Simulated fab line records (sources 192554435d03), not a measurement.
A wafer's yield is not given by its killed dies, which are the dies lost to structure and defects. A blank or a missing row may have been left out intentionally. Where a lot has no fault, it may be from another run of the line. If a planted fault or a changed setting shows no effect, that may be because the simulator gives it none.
Split-lot study | flow n5Finfet | route with 1938 steps; 7 lots, 21 wafers read

## THE SPLIT ITSELF
At N5_BEOL_M15_COAT_60 (time 60 s, resist thk 89 nm), the setting spinRpm was moved away from the recipe's 1500 rpm on 8 of the 21 wafers read, by -11.1% to +8.9%. For the rest of the wafers, this setting stayed at what the recipe calls for.

## FROM THE SPLIT TO THE READING: what the file shows between them, 3 steps
- N5_BEOL_M15_COAT_22: resist thk 800 nm
- N5_BEOL_M15_EBR_24
- N5_BEOL_M15_DESCUM_33: chemistry O2, time 7.9 s

## THE READING
etch.depthNm (the simulator's own value, which no gauge read), in nm, at N5_BEOL_M15_ETCH_61 (etches BARC in N2/H2, target depth 89 nm, overetch 26.7 nm, time 67.9 s). The file gives no usual value for it. Here, 13 wafers ran the recipe; their average is 88.75 nm with a standard deviation of 0.28 nm.

wafer  | tool, chamber at the split | spinRpm as run, rpm | against the recipe | etch.depthNm, nm | against lot-mates on the recipe
L075.1 | lithoTrack-04, 0           | 1500                | recipe             | 88.63            | -
L075.3 | lithoTrack-04, 0           | 1334                | -11.1%             | 94.08            | +5.45
L075.6 | lithoTrack-04, 0           | 1334                | -11.1%             | 94.15            | +5.52
L081.2 | lithoTrack-04, 0           | 1634                | +8.9%              | 85.58            | -3.66
L081.5 | lithoTrack-04, 0           | 1500                | recipe             | 89.24            | -
L081.6 | lithoTrack-04, 0           | 1634                | +8.9%              | 85.54            | -3.70
L083.1 | lithoTrack-02, 0           | 1500                | recipe             | 88.34            | -
L083.3 | lithoTrack-02, 0           | 1500                | recipe             | 88.47            | -
L083.4 | lithoTrack-02, 0           | 1500                | recipe             | 88.48            | -
L086.2 | lithoTrack-05, 0           | 1500                | recipe             | 89.07            | -
L086.4 | lithoTrack-05, 0           | 1500                | recipe             | 88.99            | -
L086.6 | lithoTrack-05, 0           | 1500                | recipe             | 88.86            | -
L088.1 | lithoTrack-05, 0           | 1500                | recipe             | 89.1             | -
L088.3 | lithoTrack-05, 0           | 1500                | recipe             | 88.92            | -
L088.6 | lithoTrack-05, 0           | 1360                | -9.3%              | 93.73            | +4.72
L093.1 | lithoTrack-04, 0           | 1555                | +3.7%              | 87.52            | no lot-mate on the recipe
L093.2 | lithoTrack-04, 0           | 1555                | +3.7%              | 87.45            | no lot-mate on the recipe
L093.4 | lithoTrack-04, 0           | 1555                | +3.7%              | 87.55            | no lot-mate on the recipe
L095.2 | lithoTrack-02, 0           | 1500                | recipe             | 88.55            | -
L095.4 | lithoTrack-02, 0           | 1500                | recipe             | 88.65            | -
L095.6 | lithoTrack-02, 0           | 1500                | recipe             | 88.45            | -

FIT RESULTS
A straight line over all 21 wafers: etch.depthNm changes by -0.442 nm for each +1% of spinRpm; r = -0.99; the points scatter about the line by 0.39 nm.
The same after taking each lot's own level away (the mean of its wafers on the recipe; 18 wafers): -0.467 nm for each +1%; r = -1.00; scatter 0.2 nm.
The reading moves by 5.2 nm for the largest change in spinRpm, on that fit.
Across the lots, their own levels run from 88.430 to 89.240 nm, a range of 2.9 times the standard deviation given above.
The two slopes agree, so the slope changes little with the lot-to-lot level.
Check: for one of the wafers moved furthest among these (-11.1%), held out of the fit, the line's prediction against its lot-mates is +5.22 nm. It came out at +5.45 nm against them.

## FURTHER SPLITS ON THESE WAFERS
Before the reading, these wafers also passed through other splits. Each is held against what the fit with the lots' levels taken away leaves over:
other split on the same wafers | wafers away from the commonest value | r with etch.depthNm (lot level and that fit taken away)
N5_BEOL_M12_ILD_DEP_00 timeS   | 7                                    | -0.05
N5_BEOL_M13_ETCH_59 biasW      | 4                                    | -0.58
N5_BEOL_M14_ILD_DEP_00 tempC   | 7                                    | -0.34
N5_BEOL_M14_EXPOSE_07 doseMj   | 7                                    | +0.47

## THE WHOLE CHAIN: every reading that the file lists as answering this split, in the file's order
step                | what it does                                                            | reading                                                                         | change (the file's fit)               | r (the file's)
N5_BEOL_M15_COAT_60 | time 60 s, resist thk 89 nm                                             | BARC_of_BEOL_M15_COAT_60.thkNm (the simulator's own value, which no gauge read) | -0.476 nm for each +1% of the setting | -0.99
N5_BEOL_M15_ETCH_61 | etches BARC in N2/H2, target depth 89 nm, overetch 26.7 nm, time 67.9 s | etch.depthNm (the simulator's own value, which no gauge read)                   | -0.476 nm for each +1% of the setting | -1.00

## THE FILE'S OWN FIT
etch.depthNm changes by -0.476 nm for each +1% of spinRpm, r = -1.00.
